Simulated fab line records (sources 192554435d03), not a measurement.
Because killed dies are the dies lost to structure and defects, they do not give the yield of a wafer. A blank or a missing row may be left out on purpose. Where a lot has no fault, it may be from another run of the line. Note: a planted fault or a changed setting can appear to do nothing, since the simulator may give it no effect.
A struck lot beside a sound one | flow n5Finfet | 25 out of 1938 route steps
Sound: these wafers, L748.3, L748.5, L748.6. Struck: wafer L762.4 (L762.1, L762.5, from the same lot, were not struck and are left out); the cause is given at the end.
For every step that has rows: the tool of each side, followed by ch and its chambers, followed by its first start. Under that, the readings that differ: sound wafers | struck wafers | difference of the means | sigmas: that difference in standard deviations of wafers without a fault.
alike: readings with means less than 2 such deviations apart, plus words and numbers identical on both sides. not compared: withheld readings, readings lacking a value on some wafer, bounds such as >300 that could conceal the same value, and numbers that have no deviation in the record and whose values overlap.
Wherever a step has rows on one side only, a row that says differs or no value, or a row with sigmas, the two part there. Numbers that have no deviation but don't overlap get no sigmas and don't part them. A reading missing from all wafers of one side parts the sides only when that side holds two or more wafers.

first, 1 step without rows for these wafers: N5_BEOL_M13_HARDBAKE_32 (time 120 s).
N5_BEOL_M13_CD_MEAS_28: the cd target is 209.5 nm.
  sound on cdSem-03 ch 0, day 12 08:31; struck on cdSem-03 ch 0, day 15 14:52
  alike: cdNm
N5_BEOL_M13_OVL_MEAS_29:
  sound on overlay-02 ch 0, day 12 08:33; struck on overlay-01 ch 0, day 15 14:54
  alike: M13_OVL
N5_BEOL_M13_INSPECT_30: inspects for defects (macro).
  sound: defectInspect-02 at day 12 08:34; struck: defectInspect-01 at day 15 14:56
  alike: rawDefectCount
then, 1 step without rows for these wafers: N5_BEOL_M13_DESCUM_33 (chemistry O2, time 7.9 s).
N5_BEOL_M13_ETCH_67: etches SiARC in CF4, target depth 143 nm, time 238.3 s.
  sound on rieDiel-06 ch 0,1, day 12 08:38; struck on rieDiel-06 ch 3, day 15 15:00
reading           | sound       | struck | difference | sigmas
etchRfOnTimeS (s) | 235 235 232 | 244    | +10        | +2
  alike: biasW, cf4FlowSccm, drypumpMotorCurrentA, oesProductAu, rfVppV, showerheadPlenumPTorr, throttleValvePct
  not compared: rfHoursCounterH
N5_BEOL_M13_ETCH_68: etches SOC in N2/H2, time 355 s.
  sound on rieDiel-06 ch 0,1, day 12 08:47; struck on rieDiel-06 ch 3, day 15 15:08
  alike: biasW, drypumpMotorCurrentA, oesProductAu, rfVppV, showerheadPlenumPTorr, throttleValvePct
  not compared: rfHoursCounterH
then, 1 step without rows for these wafers: N5_BEOL_M13_STRIP_69 (strips in N2/H2).
N5_BEOL_M13_TRENCH_ETCH_34: etches SiOC in C4F8/O2/Ar, target depth 413.47 nm, time 162.6 s.
  sound on rieDiel-06 ch 0,1, day 12 09:01; struck on rieDiel-06 ch 3, day 15 15:22
  alike: biasW, drypumpMotorCurrentA, heOuterTorr, oesProductAu, rfVppV, showerheadPlenumPTorr, throttleValvePct
  not compared: rfHoursCounterH
then, 1 step without rows for these wafers: N5_BEOL_M13_STRIP_70 (strips in C4F8/O2/Ar).
N5_BEOL_M13_OCD_MEAS_35:
  sound: ocd-01 at day 12 09:11; struck: ocd-02 at day 15 15:32
reading            | sound       | struck | difference | sigmas
trenchDepthNm (nm) | 417 421 428 | 408    | -14        | -2
then, 1 step without rows for these wafers: N5_BEOL_M13_STRIP_37 (strips in N2/H2).
N5_BEOL_M13_ETCH_38: etches SiCN in CF4/N2, target depth 67.5 nm, time 71.9 s.
  sound on rieDiel-04 ch 0,1,2, day 12 11:14; struck on rieDiel-06 ch 2, day 15 18:56
reading                                      | sound             | struck | difference | sigmas
model.etch.depthNm (nm)                      | 57.07 57.07 56.53 | 34.78  | -22.11     | 
model.SiOC_of_BEOL_M13_ILD_DEP_00.thkNm (nm) | 778.8 791.8 797.8 | 821.6  | +32.1      | 
  alike: biasW, cf4FlowSccm, drypumpMotorCurrentA, oesProductAu, rfVppV, showerheadPlenumPTorr, throttleValvePct
  not compared: rfHoursCounterH
then, 2 steps without rows for these wafers: N5_BEOL_M13_PRECLEAN_39 (cleans in residue remover, time 60 s); N5_BEOL_M13_SRD_40 (time 30 s, dry time 30 s).
N5_BEOL_M13_DEGAS_41: time 60 s.
  sound: pvdSputter-03 at day 12 11:49; struck: pvdSputter-03 at day 15 19:16
  alike: heaterPowerW
N5_BEOL_M13_PRE_CLEAN_42: time 30 s.
  sound: pvdSputter-03 at day 12 11:52; struck: pvdSputter-03 at day 15 19:19
  alike: heaterPowerW
then, 5 steps without rows for these wafers: N5_BEOL_M13_SPUTTER_43 (material TaN, target thk 15 nm, time 24.19 s); N5_BEOL_M13_SPUTTER_44 (material Ta, target thk 10 nm, time 16.13 s); N5_BEOL_M13_SPUTTER_45 (material Cu, target thk 80 nm, time 13.33 s); N5_BEOL_M13_ECD_47 (material Cu, target thk 936 nm); N5_BEOL_M13_ANNEAL_48 (time 90 s).
N5_BEOL_M13_CMP_49: polishes, stops on SiOC, t overpolish 17.1 s, target thk 420 nm.
  sound on cmp-01 ch 1,2,3, day 12 12:45; struck on cmp-01 ch 1, day 15 20:05
reading                                      | sound             | struck | difference | sigmas
model.SiOC_of_BEOL_M13_ILD_DEP_00.thkNm (nm) | 768.8 781.8 787.8 | 811.6  | +32.1      | 
  alike: barrierFieldEndpointS, motorCurrentA, overpolishRunS
N5_BEOL_M13_THK_MEAS_50: measures by xrf.
  sound: filmMetro-02 at day 12 12:56; struck: filmMetro-02 at day 15 20:23
reading      | sound       | struck | difference | sigmas
M13_THK (nm) | 433 435 441 | 413    | -23        | -3
then, 1 step without rows for these wafers: N5_PASSIVATION_PROBE_49.

== WHERE THEY PART ==
At N5_BEOL_M13_ETCH_67 first; at N5_BEOL_M13_THK_MEAS_50 last (within this record only).

WHY: what the simulator had put in
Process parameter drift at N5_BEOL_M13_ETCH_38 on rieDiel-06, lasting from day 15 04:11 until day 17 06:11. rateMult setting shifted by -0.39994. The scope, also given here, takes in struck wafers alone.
